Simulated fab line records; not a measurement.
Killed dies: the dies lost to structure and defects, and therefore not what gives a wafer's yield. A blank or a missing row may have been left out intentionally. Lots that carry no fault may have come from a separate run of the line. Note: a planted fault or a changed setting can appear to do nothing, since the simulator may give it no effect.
Code-filled problem report in 8D (eight disciplines) form / flow nand_harc / the parts of the form that need people (team, actions taken, sign-off) are left out

## 1. WHAT WENT WRONG
Wafers without a fault read 0.9 with a standard deviation of 1.1, while killed_at_other at NHARC_END_SORT_01 averages 579.5 across 2 wafers of 1 lot. So: +99 or more standard deviations from the usual mean.
The first sign was on wafer L286.3 at day 28 22:28, on prober-02. The record has a number at this step for 15 wafers belonging to 5 lots. Rule for "out" (also "out of limits"): further than 4 standard deviations from the usual mean. Any other wafer with a number is counted as sound.

## 2. WHAT IT IS, AND WHAT IT ISN'T
question=which readings at this step | is=killed_at_other, defect_limited_yield, killed_dies | is not=killed_at_array, killed_at_periphery, killed_open, killed_short
question=which lots | is=L286 | is not=L280, L293, L295, L299
question=which wafers of those lots | is=L286.3, L286.6 | is not=L286.5
question=read on which gauges | is=prober-02 | is not=prober-01
question=when | is=from day 28 22:28 | is not=up to then (3 sound wafers); but 10 sound wafers of L286, L293, L295, L299 came after

## 3. THE SUSPECTS, EACH WITH WHAT RULES IT OUT
Counting: any tool at a process step up to the reading remains a suspect provided it ran every lot that is out. Sound lots after the first of them don't rule it out here, since some wafers of a struck lot are sound.
- the gauge at NHARC_END_SORT_01: kept. All the wafers that are out were read on prober-02, and no step on other tools shows them out.
- grinder-01 at NHARC_THIN_TSV_GRIND_00: kept. It processed L286, the lot that is out, at day 28 03:28, and its most recent sound lot before then was L280 at day 25 02:32.
- cmp-01 at NHARC_THIN_TSV_CMP_01 (polishes): kept. It ran the lot that is out, L286 (day 28 04:20).
- rie_diel-05 at NHARC_THIN_TSV_DESCUM_14 (chemistry O2, time 3 s): kept. It ran the lot that is out, L286 (day 28 05:58).
- pecvd-03 at NHARC_THIN_TSV_DEP_47 (deposits SiO2, target thk 200 nm): kept. It processed L286, the lot that is out, at day 28 07:43, and its most recent sound lot before then was L280 at day 25 06:29.
- pvd_sputter-01 at NHARC_THIN_TSV_DEGAS_49 (time 120 s): kept. It ran the lot that is out, L286 (day 28 08:33).
- pvd_sputter-01 at NHARC_THIN_TSV_PVD_19 (deposits TaN, target thk 20 nm): kept. It ran the lot that is out, L286 (day 28 22:28). NHARC_THIN_TSV_PVD_19 gives no start for some lots, so the hours and the order of its lots are those of NHARC_END_SORT_01.
- Within cmp-01 at NHARC_THIN_TSV_CMP_01: the wafers that are out ran in chambers 0, 1; their sound lot-mates ran in chamber 3.
- Within rie_diel-05 at NHARC_THIN_TSV_DESCUM_14: the wafers that are out ran in chambers 0, 1; their sound lot-mates ran in chamber 2.
Left after counting: grinder-01 at NHARC_THIN_TSV_GRIND_00, cmp-01 at NHARC_THIN_TSV_CMP_01, rie_diel-05 at NHARC_THIN_TSV_DESCUM_14, pecvd-03 at NHARC_THIN_TSV_DEP_47, pvd_sputter-01 at NHARC_THIN_TSV_DEGAS_49, pvd_sputter-01 at NHARC_THIN_TSV_PVD_19, prober-02 at NHARC_END_SORT_01.

## 4. THE CAUSE (what the simulator had put in)
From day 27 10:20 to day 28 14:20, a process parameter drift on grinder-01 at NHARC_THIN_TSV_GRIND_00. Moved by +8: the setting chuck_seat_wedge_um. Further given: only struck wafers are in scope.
After counting, 7 suspects remain, this tool included.

## 5. SEQUENCE OF EFFECTS, ordered by route
Rows list readings where the struck wafers' mean (over those with a number) sits beyond 3 standard deviations from the usual. Scope: only readings with a usual standard deviation given in the record; hours: median across lots of the time from each lot's start at the first step in this table that gives one to its start at this step; sigmas: change in usual standard deviations.
hours=0; step=NHARC_END_SORT_01; reading=defect_limited_yield; usual=91 %; on struck wafers=0; change=-91; sigmas=-30
hours=0; step=NHARC_END_SORT_01; reading=killed_at_other; usual=0.9; on struck wafers=579.5; change=+578.6; sigmas=+99 or more
hours=0; step=NHARC_END_SORT_01; reading=killed_dies; usual=61; on struck wafers=677; change=+616; sigmas=+29

## 6. WHAT WOULD HAVE CAUGHT IT SOONER
The first out-of-limits reading at a measuring or inspecting step in this record came at day 28 22:28, 36 hours after the fault's start at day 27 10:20.
An alarm limit of 4 standard deviations would not have fired on the tool readings at NHARC_THIN_TSV_GRIND_00 for which the record gives a usual standard deviation, since none of them was out on any struck wafer.
By day 28 22:28 the whole set of lots that are out, 1 in number, had already begun NHARC_THIN_TSV_GRIND_00 on grinder-01. Holding the tool at that point would not have protected any of them.
